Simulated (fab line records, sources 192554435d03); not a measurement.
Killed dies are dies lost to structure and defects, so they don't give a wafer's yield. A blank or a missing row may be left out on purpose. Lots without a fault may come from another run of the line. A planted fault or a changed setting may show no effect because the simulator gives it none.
Chamber matching | flow n5_finfet | N5_BEOL_M0_SAQP_STRIP_75 on rie_diel-04: 4 sister chambers
The step strips in CF4. 8 wafers are shown with their chamber, then 8 later ones without.

WAFERS WITH THEIR CHAMBER
wafer  | chamber | drypump_motor_current_A (A) | throttle_valve_pct (%)
L080.1 | 0       | 6.1                         | 13.16
L080.4 | 3       | 5.3                         | 13.87
L081.5 | 3       | 5.3                         | 13.89
L081.6 | 0       | 6.1                         | 13.16
L086.3 | 2       | 6.3                         | 13.92
L086.4 | 1       | 6.3                         | 13.53
L086.5 | 1       | 6.3                         | 13.51
L087.1 | 2       | 6.4                         | 13.92

WAFERS WITHOUT THEIR CHAMBER
wafer  | drypump_motor_current_A (A) | throttle_valve_pct (%)
L087.4 | 6.1                         | 13.19
L087.5 | 6.3                         | 13.52
L088.1 | 5.3                         | 13.90
L088.3 | 6.1                         | 13.21
L088.6 | 6.1                         | 13.21
L095.1 | 5.3                         | 13.93
L095.4 | 5.3                         | 13.93
L095.5 | 6.1                         | 13.25

WHICH CHAMBER EACH WENT THROUGH
wafer  | from the rows above | in truth
L087.4 | 0                   | 0
L087.5 | 1                   | 1
L088.1 | 3                   | 3
L088.3 | 0                   | 0
L088.6 | 0                   | 0
L095.1 | 3                   | 3
L095.4 | 3                   | 3
L095.5 | 0                   | 0
Placed correctly: 8 of 8. Can't be placed from these rows: 0. Placed wrongly: 0.
How it was worked out, from the rows above alone: a wafer's distance from a chamber is the root of the sum, over the readings, of the square of ((its reading less the chamber's mean) divided by the reading's scatter). The wafer belongs to the nearest chamber; if the next one is less than 2 further off, it can't be placed. A chamber's mean is the mean of its shown wafers. The scatter: the root of (the sum of the squares of (reading less its chamber's mean) over the shown wafers, divided by (wafers less chambers)).
